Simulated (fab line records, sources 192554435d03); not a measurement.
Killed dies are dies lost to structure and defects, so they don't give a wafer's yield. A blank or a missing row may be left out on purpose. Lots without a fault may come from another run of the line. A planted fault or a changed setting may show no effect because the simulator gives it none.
Which tool did it? | flow n5_finfet | 11 lots, 31 wafers sampled, at 5 steps of a route of 1938

WHAT THE GAUGES READ, wafer by wafer
The record holds no reading of a measuring or inspecting step that can be judged against a usual standard deviation.

WHICH TOOL RAN EACH LOT (tool, then ch and the chambers of the sampled wafers, then the start)
lot  | N5_BEOL_M10_TRENCH_ETCH_37         | N5_PASSIVATION_PECVD_01         | N5_PASSIVATION_AL_DEP_21     | N5_PASSIVATION_DESCUM_32           | N5_PASSIVATION_PROBE_49
L639 | rie_diel-04 ch 0,2,3, day 10 16:18 | pecvd-03 ch 1,2, day 12 17:56   | pvd_sputter-03, day 12 19:34 | rie_diel-04 ch 1,2,3, day 12 20:20 | -
L644 | rie_diel-06 ch 1,2,3, day 11 22:38 | pecvd-02 ch 0,1,2, day 13 21:36 | pvd_sputter-01, day 14 01:43 | rie_diel-05 ch 1,2,3, day 14 02:32 | -
L646 | rie_diel-06 ch 1,3, day 12 16:08   | pecvd-02 ch 0,2, day 14 12:10   | pvd_sputter-02, day 14 14:44 | rie_diel-04 ch 2,3, day 14 15:25   | -
L642 | rie_diel-05 ch 0,1,2, day 12 20:08 | pecvd-01 ch 1,2, day 14 21:23   | pvd_sputter-02, day 14 23:54 | rie_diel-05 ch 0,1, day 15 00:36   | -
L647 | rie_diel-05 ch 0,1, day 13 01:23   | pecvd-02 ch 0,2, day 14 22:29   | pvd_sputter-01, day 15 01:17 | rie_diel-06 ch 2,3, day 15 01:55   | -
L648 | rie_diel-06 ch 0,2, day 13 06:42   | pecvd-01 ch 1,2, day 15 03:23   | pvd_sputter-01, day 15 04:58 | rie_diel-05 ch 0,3, day 15 05:46   | prober-02, day 15 10:58
L649 | rie_diel-06 ch 1,2,3, day 13 19:17 | pecvd-03 ch 1,2, day 15 19:41   | pvd_sputter-03, day 16 00:20 | rie_diel-04 ch 1,3, day 16 01:01   | prober-02, day 16 05:57
L651 | rie_diel-05 ch 1,2, day 14 19:20   | pecvd-02 ch 0,1,2, day 16 08:08 | pvd_sputter-01, day 16 11:31 | rie_diel-06 ch 1,2, day 16 12:05   | -
L657 | rie_diel-05 ch 0,1,3, day 16 04:40 | pecvd-01 ch 0,1,2, day 18 07:50 | pvd_sputter-03, day 18 11:43 | rie_diel-05 ch 0,1, day 18 12:30   | prober-01, day 18 17:17
L659 | rie_diel-06 ch 2,3, day 16 04:57   | pecvd-01 ch 0,1, day 18 02:17   | pvd_sputter-02, day 18 04:34 | rie_diel-05 ch 0,2, day 18 05:08   | -
L660 | rie_diel-06 ch 0,2,3, day 16 15:02 | pecvd-03 ch 0,1,2, day 18 13:28 | pvd_sputter-01, day 18 16:43 | rie_diel-06 ch 0,1,2, day 18 17:32 | -
- N5_BEOL_M10_TRENCH_ETCH_37: etches SiCOH lowk in C4F6/O2, target depth 148.83 nm, time 48 s.
- N5_PASSIVATION_PECVD_01: deposits SiNx from SiH4/NH3/N2, target thk 200 nm, time 43.2 s.
- N5_PASSIVATION_AL_DEP_21: deposits Al, target thk 2800 nm, time 170 s.
- N5_PASSIVATION_DESCUM_32: chemistry O2, time 7.9 s.
- N5_PASSIVATION_PROBE_49

WHAT THE TOOLS THEMSELVES READ (means of the sampled wafers that have a number; where no wafer has one, the mark that the record gives instead)
N5_BEOL_M10_TRENCH_ETCH_37. Usual: drypump_motor_current_A 5.8 A, standard deviation 0.43; oes_product_au 0.84 a.u., standard deviation 0.087; rf_vpp_V 674 V, standard deviation 23; showerhead_plenum_p_Torr 2.87 Torr, standard deviation 0.074; throttle_valve_pct 20.81 %, standard deviation 0.2.
lot  | tool        | drypump_motor_current_A (A) | oes_product_au (a.u.) | rf_vpp_V (V) | showerhead_plenum_p_Torr (Torr) | throttle_valve_pct (%) | flag
L639 | rie_diel-04 | 5.5                         | 0.82                  | 665          | 2.90                            | 21.03                  |
L644 | rie_diel-06 | 6.2                         | 0.88                  | 682          | 2.88                            | 20.60                  |
L646 | rie_diel-06 | 6.2                         | 0.89                  | 678          | 2.90                            | 20.61                  |
L642 | rie_diel-05 | 5.7                         | 0.80                  | 677          | 2.86                            | 20.80                  |
L647 | rie_diel-05 | 5.8                         | 0.82                  | 670          | 2.83                            | 20.77                  |
L648 | rie_diel-06 | 5.7                         | 0.73                  | 661          | 2.78                            | 21.07                  |
L649 | rie_diel-06 | 6.2                         | 0.86                  | 682          | 2.88                            | 20.62                  |
L651 | rie_diel-05 | 5.8                         | 0.76                  | 680          | 2.91                            | 20.82                  |
L657 | rie_diel-05 | 5.9                         | 0.84                  | 670          | 2.81                            | 20.80                  |
L659 | rie_diel-06 | 6.1                         | 0.82                  | 678          | 2.85                            | 20.62                  |
L660 | rie_diel-06 | 5.8                         | 0.85                  | 668          | 2.93                            | 20.76                  |

N5_PASSIVATION_PECVD_01. Usual: heater_power_w 384 W, standard deviation 100; showerhead_plenum_p_Torr 8.69 Torr, standard deviation 0.085; throttle_valve_pct 28.8 %, standard deviation 0.83.
lot  | tool     | heater_power_w (W) | showerhead_plenum_p_Torr (Torr) | throttle_valve_pct (%) | flag
L639 | pecvd-03 | 298                | 8.62                            | 28.7                   |
L644 | pecvd-02 | 456                | 8.72                            | 29.0                   |
L646 | pecvd-02 | 381                | 8.71                            | 29.2                   |
L642 | pecvd-01 | 502                | 8.76                            | 28.0                   |
L647 | pecvd-02 | 354                | 8.70                            | 29.5                   |
L648 | pecvd-01 | 397                | 8.72                            | 28.3                   |
L649 | pecvd-03 | 352                | 8.56                            | 29.5                   |
L651 | pecvd-02 | 424                | 8.73                            | 29.0                   |
L657 | pecvd-01 | 411                | 8.75                            | 28.2                   |
L659 | pecvd-01 | 480                | 8.79                            | 27.9                   |
L660 | pecvd-03 | 270                | 8.63                            | 29.4                   |

N5_PASSIVATION_AL_DEP_21. Usual: throttle_valve_pct 30.2 %, standard deviation 1.
lot  | tool           | throttle_valve_pct (%) | flag
L639 | pvd_sputter-03 | 30.4                   |
L644 | pvd_sputter-01 | 30.2                   |
L646 | pvd_sputter-02 | 30.6                   |
L642 | pvd_sputter-02 | 31.0                   |
L647 | pvd_sputter-01 | 29.1                   |
L648 | pvd_sputter-01 | 30.8                   |
L649 | pvd_sputter-03 | 30.1                   |
L651 | pvd_sputter-01 | 29.5                   |
L657 | pvd_sputter-03 | 30.4                   |
L659 | pvd_sputter-02 | 29.7                   |
L660 | pvd_sputter-01 | 30.2                   |

N5_PASSIVATION_DESCUM_32. Usual: bias_power_w 19.99 W, standard deviation 0.064; drypump_motor_current_A 5.7 A, standard deviation 0.38; oes_product_au 0.83 a.u., standard deviation 0.072; rf_vpp_V 243.6 V, standard deviation 1.2; showerhead_plenum_p_Torr 2.12 Torr, standard deviation 0.055; temp_c 39.98 C, standard deviation 0.096; throttle_valve_pct 20.38 %, standard deviation 0.17.
lot  | tool        | bias_power_w (W) | drypump_motor_current_A (A) | oes_product_au (a.u.) | rf_vpp_V (V) | showerhead_plenum_p_Torr (Torr) | temp_c (C) | throttle_valve_pct (%) | flag
L639 | rie_diel-04 | 19.99            | 5.5                         | 0.90                  | 243.9        | 2.13                            | 39.86      | 20.43                  |
L644 | rie_diel-05 | 19.93            | 6.0                         | 0.86                  | 243.9        | 2.11                            | 39.95      | 20.29                  |
L646 | rie_diel-04 | 19.95            | 5.6                         | 0.81                  | 244.1        | 2.14                            | 39.97      | 20.58                  |
L642 | rie_diel-05 | 20.09            | 5.9                         | 0.82                  | 243.1        | 2.10                            | 40.00      | 20.34                  |
L647 | rie_diel-06 | 20.02            | 6.1                         | 0.82                  | 244.1        | 2.12                            | 39.97      | 20.26                  |
L648 | rie_diel-05 | 19.99            | 5.6                         | 0.87                  | 241.8        | 2.04                            | 40.02      | 20.39                  |
L649 | rie_diel-04 | 20.02            | 5.3                         | 0.90                  | 242.4        | 2.07                            | 40.00      | 20.40                  |
L651 | rie_diel-06 | 20.07            | 6.4                         | 0.83                  | 244.1        | 2.13                            | 40.05      | 20.32                  |
L657 | rie_diel-05 | 20.02            | 5.9                         | 0.78                  | 242.8        | 2.08                            | 39.87      | 20.39                  |
L659 | rie_diel-05 | 19.97            | 5.6                         | 0.75                  | 243.1        | 2.09                            | 40.00      | 20.56                  |
L660 | rie_diel-06 | 19.97            | 6.1                         | 0.84                  | 243.6        | 2.15                            | 39.99      | 20.29                  |

N5_PASSIVATION_PROBE_49. Usual: defect_limited_yield 91.1 %, standard deviation 1.3; killed_at_M0_to_M3 32, standard deviation 9.7; killed_at_M4_up 16, standard deviation 6; killed_at_contacts 12, standard deviation 5.9; killed_at_front_end 41, standard deviation 11; killed_at_other 4, standard deviation 3.1; killed_dies 104, standard deviation 16; killed_on_rim 14, standard deviation 4; killed_open 68, standard deviation 12; killed_short 34, standard deviation 7.4; sort_bin_5_function 5.1 %, standard deviation 0.85; sort_bin_6_memory 3.3 %, standard deviation 0.66; sort_n_pass 1075, standard deviation 16; sort_yield_pct 91.1 %, standard deviation 1.4.
lot  | tool      | defect_limited_yield (%) | killed_at_M0_to_M3 | killed_at_M4_up | killed_at_contacts | killed_at_front_end | killed_at_other | killed_dies | killed_on_rim | killed_open | killed_short | sort_bin_5_function (%) | sort_bin_6_memory (%) | sort_n_pass | sort_yield_pct (%) | flag
L648 | prober-02 | 92.6                     | 30                 | 13              | 12                 | 30                  | 3               | 87          | 12            | 58          | 25           | 4.1                     | 2.7                   | 1093        | 92.6               |
L649 | prober-02 | 91.0                     | 23                 | 15              | 23                 | 44                  | 1               | 106         | 16            | 74          | 31           | 5.2                     | 3.5                   | 1074        | 91.0               |
L657 | prober-01 | 84.0                     | 34                 | 92              | 10                 | 51                  | 3               | 189         | 30            | 68          | 34           | 9.3                     | 4.6                   | 991         | 84.0               | OFF

THE ANSWER, worked out from the rows above alone
Rule: a lot is off if the mean of its wafers that have a number lies more than 3 standard deviations from the usual mean. A lot without any number at a reading at which 4 lots or more have one is off too. The other lots that the step has rows for count as sound. The gauges are gone through in route order, then the tools' own readings, and for those a lot's mean is taken as printed above. The first step at which some lot is off is used, and at that step the reading that is off furthest; a lot without a number counts as furthest.
Off: L657, at N5_PASSIVATION_PROBE_49 (killed_at_M4_up). Neither off nor sound, because the step has no rows for them: L639, L644, L646, L642, L647, L651, L659, L660.
A tool fits if, at that step or a process step before it, it ran every lot that is off, and no sound lot after the first of them. Can't be told from this: 4 tools fit, rie_diel-05 at N5_BEOL_M10_TRENCH_ETCH_37 and N5_PASSIVATION_DESCUM_32, pecvd-01 at N5_PASSIVATION_PECVD_01, pvd_sputter-03 at N5_PASSIVATION_AL_DEP_21, prober-01 at N5_PASSIVATION_PROBE_49.

WHAT THE SIMULATOR HAD PUT IN
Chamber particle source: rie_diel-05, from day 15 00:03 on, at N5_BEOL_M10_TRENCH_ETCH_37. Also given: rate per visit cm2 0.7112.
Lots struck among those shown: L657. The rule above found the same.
